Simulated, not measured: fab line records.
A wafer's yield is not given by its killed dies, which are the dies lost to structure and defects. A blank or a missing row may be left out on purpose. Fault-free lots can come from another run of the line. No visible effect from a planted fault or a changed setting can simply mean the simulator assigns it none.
Which tool is to blame? :: flow n5_finfet :: 36 wafers from 12 lots sampled at 4 of the route's 1938 steps

== WHAT THE GAUGES SHOWED, per wafer ==
N5_BEOL_M10_INSPECT_13: inspects for defects (brightfield).
lot: L076
measured: day 11 19:11
on: defect_inspect-01
raw_defect_count: 332 441 435

lot: L079
measured: day 11 21:25
on: defect_inspect-02
raw_defect_count: 436 442 458

lot: L082
measured: day 12 04:20
on: defect_inspect-01
raw_defect_count: 373 383 284

lot: L080
measured: day 12 07:41
on: defect_inspect-02
raw_defect_count: 490 346 287

lot: L083
measured: day 13 16:41
on: defect_inspect-02
raw_defect_count: 411 419 292

lot: L085
measured: day 13 16:56
on: defect_inspect-02
raw_defect_count: 426 467 404

lot: L089
measured: day 14 16:40
on: defect_inspect-01
raw_defect_count: 498 619 476

lot: L087
measured: day 14 19:17
on: defect_inspect-01
raw_defect_count: 401 458 479

lot: L091
measured: day 15 07:32
on: defect_inspect-01
raw_defect_count: 391 419 450

lot: L093
measured: day 15 15:44
on: defect_inspect-02
raw_defect_count: 492 403 459

lot: L095
measured: day 16 03:24
on: defect_inspect-02
raw_defect_count: 319 386 436

lot: L097
measured: day 16 18:42
on: defect_inspect-01
raw_defect_count: 458 439 486

== WHICH TOOL RAN EACH LOT (tool, then ch and the chambers of the sampled wafers, then the start) ==
lot: L076
N5_BEOL_M8_DEP_56: pecvd-04 ch 0,1,2, day 11 05:28
N5_BEOL_M9_ETCH_61: rie_diel-04 ch 0,1,3, day 11 08:05
N5_BEOL_M9_STRIP_80: rie_diel-02 ch 0,2, day 11 19:11 or earlier

lot: L079
N5_BEOL_M8_DEP_56: pecvd-01 ch 1,2, day 11 09:29
N5_BEOL_M9_ETCH_61: rie_diel-05 ch 1,2,3, day 11 11:40
N5_BEOL_M9_STRIP_80: rie_diel-02 ch 0,2, day 11 21:25 or earlier

lot: L082
N5_BEOL_M8_DEP_56: pecvd-04 ch 1,2, day 11 17:01
N5_BEOL_M9_ETCH_61: rie_diel-05 ch 1,2,3, day 11 19:28
N5_BEOL_M9_STRIP_80: rie_diel-02 ch 0,1, day 12 04:20 or earlier

lot: L080
N5_BEOL_M8_DEP_56: pecvd-03 ch 1,2, day 11 23:41
N5_BEOL_M9_ETCH_61: rie_diel-02 ch 1,2, day 12 01:37
N5_BEOL_M9_STRIP_80: rie_diel-05 ch 0,1,2, day 12 07:41 or earlier

lot: L083
N5_BEOL_M8_DEP_56: pecvd-04 ch 0,1,2, day 13 02:31
N5_BEOL_M9_ETCH_61: rie_diel-02 ch 0,1,2, day 13 05:01
N5_BEOL_M9_STRIP_80: rie_diel-04 ch 0,1,3, day 13 16:41 or earlier

lot: L085
N5_BEOL_M8_DEP_56: pecvd-01 ch 1,2, day 13 05:57
N5_BEOL_M9_ETCH_61: rie_diel-05 ch 1,2,3, day 13 08:44
N5_BEOL_M9_STRIP_80: rie_diel-02 ch 1,3, day 13 16:56 or earlier

lot: L089
N5_BEOL_M8_DEP_56: pecvd-04 ch 0,2, day 14 06:52
N5_BEOL_M9_ETCH_61: rie_diel-05 ch 0,2, day 14 09:13
N5_BEOL_M9_STRIP_80: rie_diel-04 ch 0,2, day 14 16:40 or earlier

lot: L087
N5_BEOL_M8_DEP_56: pecvd-04 ch 0,1, day 14 07:21
N5_BEOL_M9_ETCH_61: rie_diel-02 ch 0,1,2, day 14 11:14
N5_BEOL_M9_STRIP_80: rie_diel-05 ch 0,1,3, day 14 19:17 or earlier

lot: L091
N5_BEOL_M8_DEP_56: pecvd-04 ch 0,1, day 14 22:46
N5_BEOL_M9_ETCH_61: rie_diel-02 ch 0,3, day 15 00:55
N5_BEOL_M9_STRIP_80: rie_diel-04 ch 1,2, day 15 07:32 or earlier

lot: L093
N5_BEOL_M8_DEP_56: pecvd-01 ch 0,1,2, day 15 06:17
N5_BEOL_M9_ETCH_61: rie_diel-02 ch 1,3, day 15 08:42
N5_BEOL_M9_STRIP_80: rie_diel-04 ch 0,1,3, day 15 15:44 or earlier

lot: L095
N5_BEOL_M8_DEP_56: pecvd-03 ch 0,1,2, day 15 15:07
N5_BEOL_M9_ETCH_61: rie_diel-05 ch 0,2,3, day 15 20:11
N5_BEOL_M9_STRIP_80: rie_diel-05 ch 0,2,3, day 16 03:24 or earlier

lot: L097
N5_BEOL_M8_DEP_56: pecvd-04 ch 0,2, day 16 07:30
N5_BEOL_M9_ETCH_61: rie_diel-04 ch 2,3, day 16 10:56
N5_BEOL_M9_STRIP_80: rie_diel-04 ch 0,2,3, day 16 18:42 or earlier
- N5_BEOL_M8_DEP_56: deposits SiCN from 3MS/NH3, target thk 10 nm, time 17.5 s.
- N5_BEOL_M9_ETCH_61: etches SiARC in CF4, target depth 39 nm, time 65 s.
- N5_BEOL_M9_STRIP_80: strips in N2/H2, time 10 s.

== THE ANSWER, worked out from the rows above alone ==
Rule: usual is defined by the lots themselves. Put in order of their means at a reading, lots are off if they are a third of the lots or fewer, leave a main group of 4 or more, and stand apart from it by a gap of 3 or more times the standard deviation of the main group's means; of several such gaps the widest counts. A main group whose means are all the same, to the digits that the tables above print for the reading, isn't used. Also off: a lot with no number at a reading for which 4 or more lots have one. Any other lot the step has rows for is counted as sound.
Across all readings shown, no lot is off: no conclusion can be drawn from this.

== WHAT WAS PUT IN BY THE SIMULATOR ==
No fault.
